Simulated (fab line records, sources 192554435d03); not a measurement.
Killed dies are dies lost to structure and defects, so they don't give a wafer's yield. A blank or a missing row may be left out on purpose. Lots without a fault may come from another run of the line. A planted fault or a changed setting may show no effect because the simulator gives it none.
One fault seen from 2 desks | flow n5_finfet | each desk has only its own numbers; what lay behind them comes last

THE TOOL OWNER'S DESK: rie_diel-01
The tool's own readings at N5_BEOL_M1_ETCH_70 (etches SOC in N2/H2, target depth 80 nm, overetch 16 nm, time 120 s): means of the sampled wafers that have a number, for each lot that ran on this tool. A lot is out of limits, marked OUT, if its mean lies more than 4 standard deviations from the usual mean; the brackets give that distance.
Columns: A = drypump_motor_current_A at N5_BEOL_M1_ETCH_70, usual 5.8 A; B = oes_product_au at N5_BEOL_M1_ETCH_70, usual 0.57 a.u.; C = rf_fwd_power_W at N5_BEOL_M1_ETCH_70, usual 835.8 W; D = rf_vpp_V at N5_BEOL_M1_ETCH_70, usual 523.6 V; E = showerhead_plenum_p_Torr at N5_BEOL_M1_ETCH_70, usual 2.53 Torr; F = temp_c at N5_BEOL_M1_ETCH_70, usual 40.00 C; G = throttle_valve_pct at N5_BEOL_M1_ETCH_70, usual 17.86 %
lot  | first seen here | A   | B    | C                | D               | E    | F     | G
L780 | day 8 22:16     | 5.3 | 0.55 | 1036.2 (+74) OUT | 485.2 (-14) OUT | 2.50 | 40.13 | 17.96
L781 | day 9 02:04     | 5.8 | 0.60 | 1037.7 (+75) OUT | 486.5 (-14) OUT | 2.49 | 40.09 | 17.90
L789 | day 11 15:32    | 6.2 | 0.61 | 836.4            | 522.1           | 2.48 | 39.90 | 17.91
L791 | day 11 17:43    | 5.7 | 0.55 | 835.3            | 522.0           | 2.49 | 40.08 | 17.98
This desk's finding: out of limits on L780, L781; first on L780, day 8 22:16 (rf_fwd_power_W at N5_BEOL_M1_ETCH_70). In limits: L789, L791.

THE METROLOGY DESK
What the gauges read, lot by lot, whatever tool the lot ran on: means of the sampled wafers that have a number. A lot is out of limits, marked OUT, if its mean lies more than 4 standard deviations from the usual mean; the brackets give that distance. Of its 12 readings 7 are shown: those that lie furthest out on some lot.
Columns: A = M1_OVL at N5_BEOL_M1_OVL_MEAS_12, usual 0.1 nm; B = DIBL_P at N5_BEOL_M4_RC_MEAS_101, usual 36.1 mV/V; C = IOFF_P at N5_BEOL_M4_RC_MEAS_101, usual 0.21 nA/um; D = ION_N at N5_BEOL_M4_RC_MEAS_101, usual 675 uA/um; E = ION_P at N5_BEOL_M4_RC_MEAS_101, usual 464 uA/um; F = SS_N at N5_BEOL_M4_RC_MEAS_101, usual 71.5 mV/dec; G = VT_N at N5_BEOL_M4_RC_MEAS_101, usual 250 mV
lot  | first seen here | A    | B    | C    | D   | E   | F    | G
L771 | day 6 07:11     | -0.1 | 35.5 | 0.22 | 666 | 460 | 71.4 | 251
L774 | day 7 04:21     | 0.2  | 35.5 | 0.20 | 677 | 464 | 70.9 | 250
L780 | day 8 18:38     | 1.1  | 37.6 | 0.25 | 676 | 464 | 72.5 | 248
L781 | day 8 22:52     | -0.3 | 39.7 | 0.30 | 688 | 481 | 72.2 | 247
L782 | day 9 04:13     | 0.4  | 34.9 | 0.20 | 684 | 472 | 71.1 | 249
L785 | day 9 19:55     | 0.0  | 36.0 | 0.18 | 677 | 456 | 71.4 | 250
L787 | day 10 09:15    | 0.0  | 36.6 | 0.20 | 672 | 460 | 71.2 | 248
L788 | day 10 20:25    | 0.1  | 39.3 | 0.28 | 698 | 480 | 72.2 | 244
L789 | day 11 11:35    | 0.2  | 35.1 | 0.19 | 689 | 467 | 71.2 | 247
L791 | day 11 12:14    | 0.1  | 35.1 | 0.21 | 670 | 467 | 71.1 | 253
This desk's finding: nothing out of limits on any of the 10 lots.

PUT TOGETHER
The tool owner's desk could have raised an alarm at day 8 22:16, on L780, L781.
The metrology desk saw nothing out of limits.
The metrology desk has L780, L781 on record, within its limits.
Of the lots named, all ran N5_BEOL_M1_ETCH_70 on rie_diel-01.

WHAT THE SIMULATOR HAD PUT IN
Process parameter drift: rie_diel-01, from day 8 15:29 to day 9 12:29, at N5_BEOL_M1_ETCH_70. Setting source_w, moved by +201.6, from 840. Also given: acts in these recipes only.
Lots struck among those shown: L780, L781.
Hours from the fault's start to each desk's first reading out of limits: the tool owner's desk, 7.
